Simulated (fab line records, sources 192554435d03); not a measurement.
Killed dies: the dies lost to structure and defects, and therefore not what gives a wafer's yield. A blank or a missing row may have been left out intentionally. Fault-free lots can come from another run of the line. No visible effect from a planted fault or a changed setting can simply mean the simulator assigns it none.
fab line records || flow n5Finfet
record {"lots": 5, "wafers": 15, "lastDay": 16}
route steps=1938 shown BEOL_M10@1530 BEOL_M11@1536
lots untouched by any fault: they come from a run of this same line in which no faults occurred
startH: hours from the record's opening day to when the first of the lot's shown wafers began || waitH: how many hours have passed since the lot's step before this one || " unchanged from the row above || L1.1+2: a row that stands for several wafers || - either no value or no given start || * or withheld: withheld || < > ~ a bound
route shown NAME@n: names a module that has steps shown in the file, with the first one's number in the route || usual: the fault-free wafers' mean and standard deviation || same: alike in all rows || chamber/n: place in a boat || sites: readings site by site || _std_site: standard deviation of those values || _edge_site: outer sites' mean less inner sites' || radiusMm: for every site, how far away it sits from the centre of the wafer || mask NAME#n: copy n || behind: the most recent tool/chamber to have shaped the wafer || hold: reason for holding the lot/hours on hold/outcome of the hold || device: which transistor (n, p or np) failed to switch || end of line: the route-end tests of the same wafers || where a step has no rows: the recipe by itself || killed: not the wafer's yield, but the dies lost to structure and defects at the first sort || map: a wafer's dies, x killed, . not, _ none there
set.NAME: setting as actually run; set.NAME@STEP: the setting as run at that earlier step || model.NAME: the simulator's own value behind a step, which no gauge read
lots at selected steps of the route; one table per step, one row per wafer
services: the hour from which a tool's chamber was out of use, counted from the record's first day as startH (under 0 if before that day), plus the number of hours and why
## steps
# step N5_BEOL_M10_CMP_52
# recipe {"stopOn": "SiCOH_lowk", "tOverpolishS": 7, "downForcePsi": 1, "platenRpm": 50, "clearingPlatenDownForcePsi": 1.5, "clearingPlatenRpm": 50, "postCmpClean": "cuAlkaline", "targetThkNm": 140, "clearingPlatenPadVelocityMS": 0.99484, "padVelocityMS": 0.99484}
# step N5_BEOL_M10_PRE_CLEAN_55
# recipe {"gas": "NH3", "timeS": 15, "tempC": "withheld", "rfPowerW": 300}
# step N5_BEOL_M10_DEP_56
# recipe {"material": "SiCN", "targetThkA": 150, "tempC": "withheld", "precursor": "3MS/NH3", "pressureTorr": 3, "rfW": 202, "timeS": 26.5}
# step N5_BEOL_M11_ILD_DEP_00
# recipe {"material": "SiCOH_lowk", "targetThkA": 3085.1, "tempC": 300, "precursor": "DEMS/porogen", "pressureTorr": 5, "rfW": 500, "timeS": 58}
# step N5_BEOL_M11_CURE_71
# recipe {"tempC": 385, "timeS": 240, "ambient": "He/Ar", "material": "SiCOH_lowk"}
# step N5_BEOL_M11_PECVD_70
# recipe {"material": "SiO2", "targetThkA": 200, "tempC": 400, "precursor": "TEOS/O2", "pressureTorr": 5.5, "rfW": 450, "teosFlowSccm": 53.8, "gas": "O2", "flowSccm": 3000, "timeS": 22.7}
# step N5_BEOL_M11_HM_DEP_02
# recipe {"material": "TiN", "targetThkA": 200, "tempC": 25, "chamberPressurePa": 0.49996}
# step N5_BEOL_M11_COAT_59
# recipe {"resist": "SOC", "tempC": 250, "timeS": 60, "spinRpm": 1500, "resistThkNm": 100}
# step N5_BEOL_M11_COAT_60
# recipe {"resist": "SiARC", "tempC": 220, "timeS": 60, "spinRpm": 1500, "resistThkNm": 30}
# usual {"heaterPowerTotalW": "427.6/2.1", "plateTempC": "219.99/0.16", "spinSpeedRpm": "1500.0/0.91"}
{"lot.wafer": "L925.1", "tool": "lithoTrack-02", "chamber": 0, "startH": 232.65, "waitH": "-", "heaterPowerTotalW": 428.1, "plateTempC": 219.92, "spinSpeedRpm": 1501.0, "model.SiARC_of_BEOL_M11_COAT_60.thkNm": 30.2}
{"lot.wafer": "L925.2", "tool": "lithoTrack-02", "chamber": 0, "startH": 232.65, "waitH": "-", "heaterPowerTotalW": 428.8, "plateTempC": 220.01, "spinSpeedRpm": 1500.7, "model.SiARC_of_BEOL_M11_COAT_60.thkNm": 30}
{"lot.wafer": "L925.5", "tool": "lithoTrack-02", "chamber": 0, "startH": 232.65, "waitH": "-", "heaterPowerTotalW": 425.1, "plateTempC": 219.94, "spinSpeedRpm": 1500.3, "model.SiARC_of_BEOL_M11_COAT_60.thkNm": 30.2}
{"lot.wafer": "L929.3", "tool": "lithoTrack-02", "chamber": 0, "startH": 253.38, "waitH": "-", "heaterPowerTotalW": 424.7, "plateTempC": 220.13, "spinSpeedRpm": 1549.2, "model.SiARC_of_BEOL_M11_COAT_60.thkNm": 29.4}
{"lot.wafer": "L929.5", "tool": "lithoTrack-02", "chamber": 0, "startH": 253.38, "waitH": "-", "heaterPowerTotalW": 430.0, "plateTempC": 219.92, "spinSpeedRpm": 1550.7, "model.SiARC_of_BEOL_M11_COAT_60.thkNm": 29.6}
{"lot.wafer": "L929.6", "tool": "lithoTrack-02", "chamber": 0, "startH": 253.38, "waitH": "-", "heaterPowerTotalW": 428.0, "plateTempC": 220.17, "spinSpeedRpm": 1551.0, "model.SiARC_of_BEOL_M11_COAT_60.thkNm": 29.4}
{"lot.wafer": "L931.4", "tool": "lithoTrack-02", "chamber": 0, "startH": 258.44, "waitH": "-", "heaterPowerTotalW": 430.1, "plateTempC": 220.25, "spinSpeedRpm": 1550.8, "model.SiARC_of_BEOL_M11_COAT_60.thkNm": 29.4}
{"lot.wafer": "L931.5", "tool": "lithoTrack-02", "chamber": 0, "startH": 258.44, "waitH": "-", "heaterPowerTotalW": 431.0, "plateTempC": 220.08, "spinSpeedRpm": 1550.8, "model.SiARC_of_BEOL_M11_COAT_60.thkNm": 29.4}
{"lot.wafer": "L931.6", "tool": "lithoTrack-02", "chamber": 0, "startH": 258.44, "waitH": "-", "heaterPowerTotalW": 426.1, "plateTempC": 220.19, "spinSpeedRpm": 1550.7, "model.SiARC_of_BEOL_M11_COAT_60.thkNm": 29.4}
{"lot.wafer": "L930.1", "tool": "lithoTrack-02", "chamber": 0, "startH": 260.58, "waitH": "-", "heaterPowerTotalW": 425.5, "plateTempC": 220.34, "spinSpeedRpm": 1550.8, "model.SiARC_of_BEOL_M11_COAT_60.thkNm": 29.6}
{"lot.wafer": "L930.3", "tool": "lithoTrack-02", "chamber": 0, "startH": 260.58, "waitH": "-", "heaterPowerTotalW": 427.3, "plateTempC": 220.13, "spinSpeedRpm": 1550.3, "model.SiARC_of_BEOL_M11_COAT_60.thkNm": 29.6}
{"lot.wafer": "L930.4", "tool": "lithoTrack-02", "chamber": 0, "startH": 260.58, "waitH": "-", "heaterPowerTotalW": 430.5, "plateTempC": 220.04, "spinSpeedRpm": 1551.5, "model.SiARC_of_BEOL_M11_COAT_60.thkNm": 29.6}
{"lot.wafer": "L940.3", "tool": "lithoTrack-04", "chamber": 0, "startH": 328.51, "waitH": "-", "heaterPowerTotalW": 427.3, "plateTempC": 219.98, "spinSpeedRpm": 1500.1, "model.SiARC_of_BEOL_M11_COAT_60.thkNm": 29.8}
{"lot.wafer": "L940.4", "tool": "lithoTrack-04", "chamber": 0, "startH": 328.51, "waitH": "-", "heaterPowerTotalW": 425.8, "plateTempC": 219.87, "spinSpeedRpm": 1499.2, "model.SiARC_of_BEOL_M11_COAT_60.thkNm": 30}
{"lot.wafer": "L940.5", "tool": "lithoTrack-04", "chamber": 0, "startH": 328.51, "waitH": "-", "heaterPowerTotalW": 428.6, "plateTempC": 219.80, "spinSpeedRpm": 1498.2, "model.SiARC_of_BEOL_M11_COAT_60.thkNm": 30}
# step N5_BEOL_M11_COAT_05
# recipe {"resist": "CAR-ArF", "spinRpm": 1500, "resistThkNm": 90}
# step N5_BEOL_M11_EBR_07
# recipe {"solvent": "PGMEA", "ebrWidthMm": 1.5}
# step N5_BEOL_M11_SOFTBAKE_06
# recipe {"tempC": 110, "timeS": 60, "resist": "CAR-ArF"}
# step N5_BEOL_M11_EXPOSE_08
# recipe {"maskId": "M11", "na": 1.35, "sourceShape": "dipole", "sigmaInner": 0.411, "sigmaOuter": 0.611, "polarization": "te", "doseMj": 53.75}
# step N5_BEOL_M11_PEB_09
# recipe {"pebTempC": "withheld", "pebTimeS": 60, "resist": "CAR-ArF"}
# step N5_BEOL_M11_DEVELOP_10
# recipe {"developTimeS": 30, "developer": "TMAH", "resist": "CAR-ArF", "rinseLiquid": "diw", "dry": "airSpin", "devTempC": 23}
# step N5_BEOL_M11_DESCUM_16
# recipe {"chemistry": "O2", "timeS": 7.9, "sourcePowerW": 50, "biasPowerW": 20, "pressureMtorr": 20, "rfFrequencyHz": 2.712e+07, "tempC": 40, "resist": "CAR-ArF", "o2FlowSccm": 225}
# step N5_BEOL_M11_ETCH_61
# recipe {"chemistry": "CF4", "target": "SiARC", "targetDepthA": 390, "maskMaterial": "CAR-ArF", "timeS": 65, "ionEnergyEv": 80, "pressureMtorr": 40, "sourceW": 545, "biasW": 36, "Ar_flow_sccm": 100, "cf4FlowSccm": 100, "ends": "cleared"}
# usual {"drypumpMotorCurrentA": "5.6/0.37", "etchRfOnTimeS": "65.3/1.4", "oesProductAu": "0.64/0.078", "rfVppV": "184.2/1.2", "showerheadPlenumPTorr": "2.14/0.065", "throttleValvePct": "15.77/0.22"}
{"lot.wafer": "L925.1", "tool": "rieDiel-04", "chamber": 0, "startH": 233.14, "waitH": 0.0, "drypumpMotorCurrentA": 4.7, "etchRfOnTimeS": 66.1, "oesProductAu": 0.58, "rfHoursCounterH": 220, "rfVppV": 184.8, "showerheadPlenumPTorr": 2.03, "throttleValvePct": 15.77, "model.etch.depthNm": 30.13, "model.CAR-ArF_of_BEOL_M11_COAT_05.thkNm": 55}
{"lot.wafer": "L925.2", "tool": "rieDiel-04", "chamber": 1, "startH": 233.14, "waitH": 0.0, "drypumpMotorCurrentA": 6.1, "etchRfOnTimeS": 64.0, "oesProductAu": 0.80, "rfHoursCounterH": 18, "rfVppV": 182.6, "showerheadPlenumPTorr": 2.12, "throttleValvePct": 15.44, "model.etch.depthNm": 30.03, "model.CAR-ArF_of_BEOL_M11_COAT_05.thkNm": 55.2}
{"lot.wafer": "L925.5", "tool": "rieDiel-04", "chamber": 0, "startH": 233.14, "waitH": 0.0, "drypumpMotorCurrentA": 4.7, "etchRfOnTimeS": 66.2, "oesProductAu": 0.58, "rfHoursCounterH": "-", "rfVppV": 183.1, "showerheadPlenumPTorr": 2.03, "throttleValvePct": 15.78, "model.etch.depthNm": 30.11, "model.CAR-ArF_of_BEOL_M11_COAT_05.thkNm": 55.2}
{"lot.wafer": "L929.3", "tool": "rieDiel-03", "chamber": 0, "startH": 253.93, "waitH": 0.0, "drypumpMotorCurrentA": 5.6, "etchRfOnTimeS": 65.0, "oesProductAu": 0.60, "rfHoursCounterH": 169, "rfVppV": 184.7, "showerheadPlenumPTorr": 2.21, "throttleValvePct": 15.87, "model.etch.depthNm": 29.49, "model.CAR-ArF_of_BEOL_M11_COAT_05.thkNm": 56}
{"lot.wafer": "L929.5", "tool": "rieDiel-03", "chamber": 3, "startH": 253.93, "waitH": 0.0, "drypumpMotorCurrentA": 5.2, "etchRfOnTimeS": 63.7, "oesProductAu": 0.62, "rfHoursCounterH": "-", "rfVppV": 185.4, "showerheadPlenumPTorr": 2.22, "throttleValvePct": 15.93, "model.etch.depthNm": 29.51, "model.CAR-ArF_of_BEOL_M11_COAT_05.thkNm": 56}
{"lot.wafer": "L929.6", "tool": "rieDiel-03", "chamber": 2, "startH": 253.93, "waitH": 0.0, "drypumpMotorCurrentA": 5.5, "etchRfOnTimeS": 63.8, "oesProductAu": 0.62, "rfHoursCounterH": "-", "rfVppV": 182.9, "showerheadPlenumPTorr": 2.06, "throttleValvePct": 15.97, "model.etch.depthNm": 29.42, "model.CAR-ArF_of_BEOL_M11_COAT_05.thkNm": 56}
{"lot.wafer": "L931.4", "tool": "rieDiel-01", "chamber": 3, "startH": 258.80, "waitH": 0.0, "drypumpMotorCurrentA": 5.8, "etchRfOnTimeS": 66.0, "oesProductAu": 0.59, "rfHoursCounterH": 203, "rfVppV": 182.9, "showerheadPlenumPTorr": 2.05, "throttleValvePct": 15.68, "model.etch.depthNm": 29.42, "model.CAR-ArF_of_BEOL_M11_COAT_05.thkNm": 56.2}
{"lot.wafer": "L931.5", "tool": "rieDiel-01", "chamber": 0, "startH": 258.80, "waitH": 0.0, "drypumpMotorCurrentA": 5.3, "etchRfOnTimeS": 60.1, "oesProductAu": 0.82, "rfHoursCounterH": "-", "rfVppV": 185.7, "showerheadPlenumPTorr": 2.18, "throttleValvePct": 15.61, "model.etch.depthNm": 29.45, "model.CAR-ArF_of_BEOL_M11_COAT_05.thkNm": 55.8}
{"lot.wafer": "L931.6", "tool": "rieDiel-01", "chamber": 3, "startH": 258.80, "waitH": 0.0, "drypumpMotorCurrentA": 5.8, "etchRfOnTimeS": 66.0, "oesProductAu": 0.60, "rfHoursCounterH": "-", "rfVppV": 183.2, "showerheadPlenumPTorr": 2.05, "throttleValvePct": 15.68, "model.etch.depthNm": 29.4, "model.CAR-ArF_of_BEOL_M11_COAT_05.thkNm": 56.2}
{"lot.wafer": "L930.1", "tool": "rieDiel-04", "chamber": 3, "startH": 260.94, "waitH": 0.0, "drypumpMotorCurrentA": 5.9, "etchRfOnTimeS": 63.9, "oesProductAu": 0.60, "rfHoursCounterH": 244, "rfVppV": 184.1, "showerheadPlenumPTorr": 2.12, "throttleValvePct": 16.16, "model.etch.depthNm": 29.59, "model.CAR-ArF_of_BEOL_M11_COAT_05.thkNm": 56}
{"lot.wafer": "L930.3", "tool": "rieDiel-04", "chamber": 0, "startH": 260.94, "waitH": 0.0, "drypumpMotorCurrentA": 4.7, "etchRfOnTimeS": 63.9, "oesProductAu": 0.58, "rfHoursCounterH": 227, "rfVppV": 183.0, "showerheadPlenumPTorr": 2.03, "throttleValvePct": 15.78, "model.etch.depthNm": 29.52, "model.CAR-ArF_of_BEOL_M11_COAT_05.thkNm": 56}
{"lot.wafer": "L930.4", "tool": "rieDiel-04", "chamber": 1, "startH": 260.94, "waitH": 0.0, "drypumpMotorCurrentA": 6.1, "etchRfOnTimeS": 62.7, "oesProductAu": 0.79, "rfHoursCounterH": 27, "rfVppV": 185.4, "showerheadPlenumPTorr": 2.11, "throttleValvePct": 15.45, "model.etch.depthNm": 29.61, "model.CAR-ArF_of_BEOL_M11_COAT_05.thkNm": 56}
{"lot.wafer": "L940.3", "tool": "rieDiel-01", "chamber": 0, "startH": 329.00, "waitH": 0.0, "drypumpMotorCurrentA": 5.3, "etchRfOnTimeS": 62.9, "oesProductAu": 0.76, "rfHoursCounterH": 38, "rfVppV": 185.3, "showerheadPlenumPTorr": 2.17, "throttleValvePct": 15.64, "model.etch.depthNm": 29.9, "model.CAR-ArF_of_BEOL_M11_COAT_05.thkNm": 55.6}
{"lot.wafer": "L940.4", "tool": "rieDiel-01", "chamber": 3, "startH": 329.00, "waitH": 0.0, "drypumpMotorCurrentA": 5.8, "etchRfOnTimeS": 67.7, "oesProductAu": 0.58, "rfHoursCounterH": 223, "rfVppV": 181.5, "showerheadPlenumPTorr": 2.04, "throttleValvePct": 15.71, "model.etch.depthNm": 29.9, "model.CAR-ArF_of_BEOL_M11_COAT_05.thkNm": 55.8}
{"lot.wafer": "L940.5", "tool": "rieDiel-01", "chamber": 0, "startH": 329.00, "waitH": 0.0, "drypumpMotorCurrentA": 5.3, "etchRfOnTimeS": 62.8, "oesProductAu": 0.77, "rfHoursCounterH": "-", "rfVppV": 184.4, "showerheadPlenumPTorr": 2.17, "throttleValvePct": 15.63, "model.etch.depthNm": 29.97, "model.CAR-ArF_of_BEOL_M11_COAT_05.thkNm": 55.2}
# step N5_BEOL_M11_ETCH_62
# recipe {"chemistry": "N2/H2", "target": "SOC", "targetDepthA": 1100, "overetchA": 220, "maskMaterial": "SiARC", "tempC": 40, "timeS": 165, "ionEnergyEv": 200, "pressureMtorr": 30, "sourceW": 840, "biasW": 150, "n2FlowSccm": 200, "h2FlowSccm": 200}
# usual {"drypumpMotorCurrentA": "5.6/0.37", "oesProductAu": "0.64/0.068", "rfVppV": "523.5/2.5", "showerheadPlenumPTorr": "2.53/0.086", "throttleValvePct": "17.94/0.24"}
{"lot.wafer": "L925.1", "tool": "rieDiel-04", "chamber": 0, "startH": 233.19, "waitH": 0.0, "drypumpMotorCurrentA": 4.7, "oesProductAu": 0.57, "rfHoursCounterH": 220, "rfVppV": 521.0, "showerheadPlenumPTorr": 2.41, "throttleValvePct": 18.21, "model.SiARC_of_BEOL_M11_COAT_60.thkNm": 23.6}
{"lot.wafer": "L925.2", "tool": "rieDiel-04", "chamber": 1, "startH": 233.19, "waitH": 0.0, "drypumpMotorCurrentA": 6.1, "oesProductAu": 0.78, "rfHoursCounterH": 18, "rfVppV": 522.6, "showerheadPlenumPTorr": 2.49, "throttleValvePct": 17.56, "model.SiARC_of_BEOL_M11_COAT_60.thkNm": 23.2}
{"lot.wafer": "L925.5", "tool": "rieDiel-04", "chamber": 0, "startH": 233.19, "waitH": 0.0, "drypumpMotorCurrentA": 4.7, "oesProductAu": 0.58, "rfHoursCounterH": "-", "rfVppV": 521.0, "showerheadPlenumPTorr": 2.41, "throttleValvePct": 18.22, "model.SiARC_of_BEOL_M11_COAT_60.thkNm": 23.4}
{"lot.wafer": "L929.3", "tool": "rieDiel-03", "chamber": 0, "startH": 253.98, "waitH": 0.0, "drypumpMotorCurrentA": 5.7, "oesProductAu": 0.61, "rfHoursCounterH": 169, "rfVppV": 526.0, "showerheadPlenumPTorr": 2.66, "throttleValvePct": 18.18, "model.SiARC_of_BEOL_M11_COAT_60.thkNm": 23.2}
{"lot.wafer": "L929.5", "tool": "rieDiel-03", "chamber": 3, "startH": 253.98, "waitH": 0.0, "drypumpMotorCurrentA": 5.3, "oesProductAu": 0.62, "rfHoursCounterH": "-", "rfVppV": 526.6, "showerheadPlenumPTorr": 2.62, "throttleValvePct": 17.88, "model.SiARC_of_BEOL_M11_COAT_60.thkNm": 23}
{"lot.wafer": "L929.6", "tool": "rieDiel-03", "chamber": 2, "startH": 253.98, "waitH": 0.0, "drypumpMotorCurrentA": 5.5, "oesProductAu": 0.62, "rfHoursCounterH": "-", "rfVppV": 521.9, "showerheadPlenumPTorr": 2.42, "throttleValvePct": 18.12, "model.SiARC_of_BEOL_M11_COAT_60.thkNm": 23}
{"lot.wafer": "L931.4", "tool": "rieDiel-01", "chamber": 3, "startH": 258.85, "waitH": 0.0, "drypumpMotorCurrentA": 5.8, "oesProductAu": 0.61, "rfHoursCounterH": 203, "rfVppV": 520.7, "showerheadPlenumPTorr": 2.42, "throttleValvePct": 17.85, "model.SiARC_of_BEOL_M11_COAT_60.thkNm": 23.2}
{"lot.wafer": "L931.5", "tool": "rieDiel-01", "chamber": 0, "startH": 258.85, "waitH": 0.0, "drypumpMotorCurrentA": 5.3, "oesProductAu": 0.78, "rfHoursCounterH": "-", "rfVppV": 525.2, "showerheadPlenumPTorr": 2.59, "throttleValvePct": 17.77, "model.SiARC_of_BEOL_M11_COAT_60.thkNm": 22.8}
{"lot.wafer": "L931.6", "tool": "rieDiel-01", "chamber": 3, "startH": 258.85, "waitH": 0.0, "drypumpMotorCurrentA": 5.8, "oesProductAu": 0.60, "rfHoursCounterH": "-", "rfVppV": 519.7, "showerheadPlenumPTorr": 2.42, "throttleValvePct": 17.85, "model.SiARC_of_BEOL_M11_COAT_60.thkNm": 23.2}
{"lot.wafer": "L930.1", "tool": "rieDiel-04", "chamber": 3, "startH": 260.99, "waitH": 0.0, "drypumpMotorCurrentA": 6.0, "oesProductAu": 0.59, "rfHoursCounterH": 244, "rfVppV": 524.6, "showerheadPlenumPTorr": 2.50, "throttleValvePct": 18.25, "model.SiARC_of_BEOL_M11_COAT_60.thkNm": 23}
{"lot.wafer": "L930.3", "tool": "rieDiel-04", "chamber": 0, "startH": 260.99, "waitH": 0.0, "drypumpMotorCurrentA": 4.7, "oesProductAu": 0.58, "rfHoursCounterH": 227, "rfVppV": 519.6, "showerheadPlenumPTorr": 2.41, "throttleValvePct": 18.22, "model.SiARC_of_BEOL_M11_COAT_60.thkNm": 23}
{"lot.wafer": "L930.4", "tool": "rieDiel-04", "chamber": 1, "startH": 260.99, "waitH": 0.0, "drypumpMotorCurrentA": 6.0, "oesProductAu": 0.76, "rfHoursCounterH": 27, "rfVppV": 522.6, "showerheadPlenumPTorr": 2.49, "throttleValvePct": 17.58, "model.SiARC_of_BEOL_M11_COAT_60.thkNm": 22.8}
{"lot.wafer": "L940.3", "tool": "rieDiel-01", "chamber": 0, "startH": 329.05, "waitH": 0.0, "drypumpMotorCurrentA": 5.3, "oesProductAu": 0.75, "rfHoursCounterH": 38, "rfVppV": 523.9, "showerheadPlenumPTorr": 2.58, "throttleValvePct": 17.80, "model.SiARC_of_BEOL_M11_COAT_60.thkNm": 23.4}
{"lot.wafer": "L940.4", "tool": "rieDiel-01", "chamber": 3, "startH": 329.05, "waitH": 0.0, "drypumpMotorCurrentA": 5.8, "oesProductAu": 0.60, "rfHoursCounterH": 223, "rfVppV": 520.2, "showerheadPlenumPTorr": 2.42, "throttleValvePct": 17.88, "model.SiARC_of_BEOL_M11_COAT_60.thkNm": 23.8}
{"lot.wafer": "L940.5", "tool": "rieDiel-01", "chamber": 0, "startH": 329.05, "waitH": 0.0, "drypumpMotorCurrentA": 5.3, "oesProductAu": 0.75, "rfHoursCounterH": "-", "rfVppV": 524.4, "showerheadPlenumPTorr": 2.58, "throttleValvePct": 17.81, "model.SiARC_of_BEOL_M11_COAT_60.thkNm": 23.4}
# step N5_BEOL_M11_STRIP_68
# recipe {"chemistry": "N2/H2", "tempC": 40, "n2FlowSccm": 200, "h2FlowSccm": 200, "rfFrequencyHz": 6e+07}
## services
{"tool": "rieDiel-04", "chamber": 0, "startH": 241.77, "hours": 2.9, "kind": "repair"}
{"tool": "rieDiel-03", "chamber": 3, "startH": 243.02, "hours": 4.6, "kind": "repair"}
{"tool": "rieDiel-04", "chamber": 3, "startH": 266.66, "hours": 7.7, "kind": "repair"}
{"tool": "rieDiel-04", "chamber": 3, "startH": 288.44, "hours": "-", "kind": "clean"}
{"tool": "rieDiel-04", "chamber": 3, "startH": 288.44, "hours": "-", "kind": "consumableReplace:focusRing"}
{"tool": "rieDiel-04", "chamber": 3, "startH": 288.44, "hours": 14.5, "kind": "scheduledDown"}
{"tool": "rieDiel-04", "chamber": 3, "startH": 288.44, "hours": 14.5, "kind": "ventCycle"}
{"tool": "rieDiel-03", "chamber": 2, "startH": 305.25, "hours": 9.0, "kind": "repair"}
{"tool": "rieDiel-01", "chamber": 3, "startH": 312.30, "hours": 7.9, "kind": "repair"}
{"tool": "rieDiel-01", "chamber": 0, "startH": 314.42, "hours": 5.3, "kind": "repair"}
## key
firstSign {"step": "N5_BEOL_M11_COAT_60", "reading": "spinSpeedRpm", "direction": "up", "sigmas": 56, "usual": "*", "struck": "*"}
effect none on later readings
modelEffect {"step": "N5_BEOL_M11_COAT_60", "value": "SiARC_of_BEOL_M11_COAT_60.thkNm", "without": 30, "struck": 29.49}
modelEffect {"step": "N5_BEOL_M11_ETCH_61", "value": "etch.depthNm", "without": 29.98, "struck": 29.49}
modelEffect {"step": "N5_BEOL_M11_ETCH_62", "value": "SiARC_of_BEOL_M11_COAT_60.thkNm", "without": 23.53, "struck": 23.02}
metAt N5_BEOL_M11_COAT_60
struckWafers L929.3,L929.5,L929.6,L930.1,L930.3,L930.4,L931.4,L931.5,L931.6
onsetBetween 232.65 253.38
fault {"kind": "processParameterDrift", "tool": "lithoTrack-02", "chamber": "-", "onsetH": 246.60, "steps": "N5_BEOL_M11_COAT_60", "channel": "spinRpm", "offset": "*", "shape": "step", "endH": 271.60, "actsIn": "*", "stated": "*"}
